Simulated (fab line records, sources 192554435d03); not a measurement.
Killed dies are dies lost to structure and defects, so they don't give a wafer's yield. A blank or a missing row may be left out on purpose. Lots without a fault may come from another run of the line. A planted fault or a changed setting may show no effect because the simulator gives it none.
Which tool did it? | flow n5_finfet | 11 lots, 33 wafers sampled, at 5 steps of a route of 1938

WHAT THE GAUGES READ, wafer by wafer
The record holds no reading of a measuring or inspecting step that can be judged against a usual standard deviation.

WHICH TOOL RAN EACH LOT (tool, then ch and the chambers of the sampled wafers, then the start)
lot  | N5_BEOL_M14_ECD_47             | N5_PASSIVATION_ETCH_15                        | N5_PASSIVATION_PRE_CLEAN_19  | N5_PASSIVATION_DESCUM_32           | N5_PASSIVATION_PROBE_49
L727 | ecd_cu-01 ch 0,1, day 11 13:12 | rie_diel-04 ch 1,2,3, day 12 04:11 or earlier | pvd_sputter-02, day 12 04:11 | rie_diel-01 ch 0,1,2, day 12 05:00 | -
L726 | ecd_cu-01 ch 0,1, day 11 16:35 | rie_diel-04 ch 1,2, day 12 15:37 or earlier   | pvd_sputter-01, day 12 15:37 | rie_diel-05 ch 0,1,3, day 12 16:26 | -
L729 | ecd_cu-02 ch 0,1, day 12 21:37 | rie_diel-04 ch 0,2,3, day 13 19:08 or earlier | pvd_sputter-01, day 13 19:08 | rie_diel-03 ch 0,1,2, day 13 19:57 | prober-01, day 14 00:59
L732 | ecd_cu-02 ch 0,1, day 13 10:32 | rie_diel-06 ch 2,3, day 14 02:32 or earlier   | pvd_sputter-01, day 14 02:32 | rie_diel-03 ch 2,3, day 14 03:22   | prober-01, day 14 08:23
L735 | ecd_cu-01 ch 0,1, day 14 07:50 | rie_diel-02 ch 2,3, day 15 01:24 or earlier   | pvd_sputter-02, day 15 01:24 | rie_diel-01 ch 0,3, day 15 02:14   | -
L737 | ecd_cu-01 ch 0,1, day 15 07:22 | rie_diel-04 ch 1,3, day 15 22:08 or earlier   | pvd_sputter-02, day 15 22:08 | rie_diel-05 ch 0,3, day 15 23:09   | prober-01, day 16 04:03
L738 | ecd_cu-01 ch 0,1, day 15 07:48 | rie_diel-06 ch 2,3, day 16 02:52 or earlier   | pvd_sputter-03, day 16 02:52 | rie_diel-03 ch 1,3, day 16 03:34   | prober-02, day 16 08:20
L743 | ecd_cu-02 ch 0,1, day 16 19:20 | rie_diel-02 ch 0,1, day 17 12:40 or earlier   | pvd_sputter-02, day 17 12:40 | rie_diel-01 ch 0,3, day 17 13:22   | prober-02, day 17 18:23
L746 | ecd_cu-02 ch 0,1, day 17 07:31 | rie_diel-06 ch 0,2,3, day 18 01:28 or earlier | pvd_sputter-01, day 18 01:28 | rie_diel-01 ch 2,3, day 18 02:09   | prober-02, day 18 07:49
L748 | ecd_cu-02 ch 0,1, day 18 01:20 | rie_diel-02 ch 1,2,3, day 18 23:03 or earlier | pvd_sputter-02, day 18 23:03 | rie_diel-03 ch 0,1,2, day 18 23:53 | -
L747 | ecd_cu-02 ch 0,1, day 18 04:35 | rie_diel-04 ch 0,1,2, day 19 01:22 or earlier | pvd_sputter-03, day 19 01:22 | rie_diel-01 ch 0,2,3, day 19 02:04 | -
- N5_BEOL_M14_ECD_47: material Cu, target thk 1248 nm.
- N5_PASSIVATION_ETCH_15: etches SiCN in CF4/N2, target depth 75 nm, time 81.2 s.
- N5_PASSIVATION_PRE_CLEAN_19
- N5_PASSIVATION_DESCUM_32: chemistry O2, time 7.9 s.
- N5_PASSIVATION_PROBE_49

WHAT THE TOOLS THEMSELVES READ (means of the sampled wafers that have a number; where no wafer has one, the mark that the record gives instead)
N5_PASSIVATION_ETCH_15.
lot  | tool        | drypump_motor_current_A (A) | oes_product_au (a.u.) | rf_vpp_V (V) | showerhead_plenum_p_Torr (Torr) | throttle_valve_pct (%)
L727 | rie_diel-04 | 5.7                         | 0.80                  | 384.7        | 2.30                            | 15.32
L726 | rie_diel-04 | 5.8                         | 0.70                  | 383.9        | 2.27                            | 15.42
L729 | rie_diel-04 | 5.4                         | 0.78                  | 383.8        | 2.30                            | 15.40
L732 | rie_diel-06 | 5.8                         | 0.80                  | 380.3        | 2.13                            | 15.50
L735 | rie_diel-02 | 6.4                         | 0.67                  | 380.8        | 2.16                            | 15.60
L737 | rie_diel-04 | 6.0                         | 0.83                  | 384.8        | 2.32                            | 15.25
L738 | rie_diel-06 | 5.9                         | 0.78                  | 380.3        | 2.12                            | 15.54
L743 | rie_diel-02 | 5.5                         | 0.90                  | 383.3        | 2.24                            | 14.96
L746 | rie_diel-06 | 5.8                         | 0.82                  | 381.7        | 2.16                            | 15.46
L748 | rie_diel-02 | 6.0                         | 0.91                  | 383.4        | 2.26                            | 15.06
L747 | rie_diel-04 | 5.4                         | 0.85                  | 382.8        | 2.26                            | 15.25

N5_PASSIVATION_PRE_CLEAN_19.
lot  | tool           | heater_power_w (W)
L727 | pvd_sputter-02 | 539
L726 | pvd_sputter-01 | 549
L729 | pvd_sputter-01 | 555
L732 | pvd_sputter-01 | 538
L735 | pvd_sputter-02 | 503
L737 | pvd_sputter-02 | 485
L738 | pvd_sputter-03 | 459
L743 | pvd_sputter-02 | 549
L746 | pvd_sputter-01 | 535
L748 | pvd_sputter-02 | 530
L747 | pvd_sputter-03 | 515

N5_PASSIVATION_DESCUM_32.
lot  | tool        | drypump_motor_current_A (A) | oes_product_au (a.u.) | rf_vpp_V (V) | showerhead_plenum_p_Torr (Torr) | throttle_valve_pct (%)
L727 | rie_diel-01 | 5.8                         | 0.75                  | 244.4        | 2.19                            | 20.50
L726 | rie_diel-05 | 5.1                         | 0.68                  | 244.2        | 2.09                            | 20.41
L729 | rie_diel-03 | 5.1                         | 0.83                  | 243.3        | 2.10                            | 20.09
L732 | rie_diel-03 | 5.8                         | 0.77                  | 241.4        | 2.01                            | 20.53
L735 | rie_diel-01 | 5.9                         | 0.90                  | 242.9        | 2.14                            | 20.38
L737 | rie_diel-05 | 4.9                         | 0.67                  | 244.0        | 2.11                            | 20.38
L738 | rie_diel-03 | 6.1                         | 0.73                  | 243.0        | 2.00                            | 20.52
L743 | rie_diel-01 | 5.8                         | 0.82                  | 243.0        | 2.09                            | 20.34
L746 | rie_diel-01 | 5.6                         | 0.79                  | 243.4        | 2.11                            | 20.28
L748 | rie_diel-03 | 5.1                         | 0.79                  | 243.2        | 2.08                            | 20.16
L747 | rie_diel-01 | 5.8                         | 0.81                  | 243.6        | 2.14                            | 20.36

N5_PASSIVATION_PROBE_49.
lot  | tool      | defect_limited_yield (%) | killed_at_M0_to_M3 | killed_at_M4_up | killed_at_contacts | killed_at_front_end | killed_at_other | killed_dies | killed_on_rim | killed_open | killed_short | sort_bin_4_leakage (%) | sort_bin_5_function (%) | sort_bin_6_memory (%) | sort_bin_8_speed (%) | sort_n_pass | sort_yield_pct (%)
L729 | prober-01 | 92.6                     | 28                 | 11              | 13                 | 31                  | 4.0             | 88          | 13            | 60          | 25           | 0.0                    | 4.4                     | 2.9                   | 0.00                 | 1092        | 92.6
L732 | prober-01 | 91.9                     | 27                 | 10              | 17                 | 40                  | 2.0             | 95          | 15            | 59          | 34           | 0.0                    | 4.6                     | 3.1                   | 0.00                 | 1085        | 91.9
L737 | prober-01 | 70.8                     | 26                 | 273             | 9                  | 35                  | 2.7             | 344         | 46            | 55          | 27           | 0.0                    | 17.6                    | 9.9                   | 0.00                 | 836         | 70.8
L738 | prober-02 | 82.3                     | 32                 | 137             | 9                  | 26                  | 4.3             | 208         | 27            | 51          | 26           | 0.0                    | 10.1                    | 6.7                   | 0.00                 | 972         | 82.3
L743 | prober-02 | 92.8                     | 30                 | 13              | 9                  | 31                  | 1.7             | 85          | 12            | 58          | 24           | 0.0                    | 4.1                     | 2.8                   | 0.00                 | 1095        | 92.8
L746 | prober-02 | 91.0                     | 29                 | 12              | 14                 | 47                  | 4.7             | 106         | 14            | 74          | 30           | 0.0                    | 5.1                     | 3.6                   | 0.00                 | 1074        | 91.0

THE ANSWER, worked out from the rows above alone
Rule: what is usual is taken from the lots themselves. Put in order of their means at a reading, lots are off if they are a third of the lots or fewer, leave a main group of 4 or more, and stand apart from it by a gap of 3 or more times the standard deviation of the main group's means; of several such gaps the widest counts. A main group whose means are all the same, to the digits that the tables above print for the reading, isn't used. A lot without any number at a reading at which 4 lots or more have one is off too. The other lots that the step has rows for count as sound. The gauges are gone through in route order, then the tools' own readings, and for those a lot's mean is taken as printed above. The first step at which some lot is off is used, and at that step the reading that is off furthest; a lot without a number counts as furthest.
Off: L737, L738, at N5_PASSIVATION_PROBE_49 (killed_at_M4_up). The main group: mean 12, standard deviation 1.1. Neither off nor sound, because the step has no rows for them: L727, L726, L735, L748, L747.
A tool fits if, at that step or a process step before it, it ran every lot that is off, and no sound lot after the first of them. N5_PASSIVATION_ETCH_15 gives no start for some lots, so the hours and the order of its lots are those of N5_PASSIVATION_PRE_CLEAN_19. One fits: ecd_cu-01 at N5_BEOL_M14_ECD_47. It ran no sound lot before its first lot that is off in this sample, so the start can't be narrowed down.

WHAT THE SIMULATOR HAD PUT IN
Chamber particle source: ecd_cu-01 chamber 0, from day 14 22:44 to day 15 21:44, at N5_BEOL_M14_ECD_47. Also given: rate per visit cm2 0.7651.
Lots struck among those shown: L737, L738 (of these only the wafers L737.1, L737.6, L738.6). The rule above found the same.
